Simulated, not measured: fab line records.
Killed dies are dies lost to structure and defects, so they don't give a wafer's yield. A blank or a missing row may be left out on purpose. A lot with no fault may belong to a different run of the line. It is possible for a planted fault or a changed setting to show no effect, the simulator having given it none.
Chamber matching	flow n5 finfet	4 sister chambers for N5_BEOL_M8_STRIP_36 on rie diel-05
The step strips in N2/H2. 14 wafers are shown with their chamber, then 7 later ones without.

== EACH WAFER AND ITS CHAMBER ==
wafer	chamber	drypump motor current A (A)	throttle valve pct (%)	showerhead plenum p Torr (Torr)
L075.1	0	5.9	23.78	2.64
L075.4	1	5.1	23.52	2.47
L075.6	3	6.4	23.67	2.38
L076.2	1	5.1	23.52	2.47
L076.3	2	5.4	23.60	2.70
L076.4	3	6.4	23.67	2.38
L082.1	1	5.1	23.55	2.47
L082.4	1	5.1	23.49	2.47
L082.5	0	5.9	23.83	2.64
L084.1	1	5.1	23.54	2.46
L084.2	2	5.3	23.60	2.69
L084.4	3	6.4	23.41	2.70
L086.1	0	5.9	23.84	2.63
L086.2	3	6.4	23.44	2.70

SIGNATURES, as means of the wafers listed above
reading	chamber 0	chamber 1	chamber 2	chamber 3	scatter within a chamber
drypump motor current A	5.900	5.100	5.350	6.400	0.0224
throttle valve pct	23.8167	23.5240	23.6000	23.5475	0.0804
showerhead plenum p Torr	2.6367	2.4680	2.6950	2.5400	0.101
Rule: distance of a wafer from a chamber = root of the sum over the readings of ((wafer's reading minus chamber's mean) / reading's scatter) squared. The wafer belongs to the nearest chamber; if the next one is less than 2 further off, it can't be placed. The scatter: the root of (the sum of the squares of (reading less its chamber's mean) over the shown wafers, divided by (wafers less chambers)).

== WAFERS MISSING THEIR CHAMBER ==
wafer	drypump motor current A (A)	throttle valve pct (%)	showerhead plenum p Torr (Torr)
L086.4	5.1	23.57	2.46
L092.1	5.1	23.57	2.46
L092.2	5.3	23.67	2.69
L092.5	5.1	23.55	2.46
L096.3	5.4	23.66	2.68
L096.5	5.1	23.56	2.45
L096.6	5.9	23.85	2.62

== CHAMBER TAKEN BY EACH ==
wafer	from the rows above	in truth
L086.4	1	1
L092.1	1	1
L092.2	2	2
L092.5	1	1
L096.3	2	2
L096.5	1	1
L096.6	0	0
7 of 7 placed correctly. Not placeable from these rows: 0. Wrongly placed: 0.
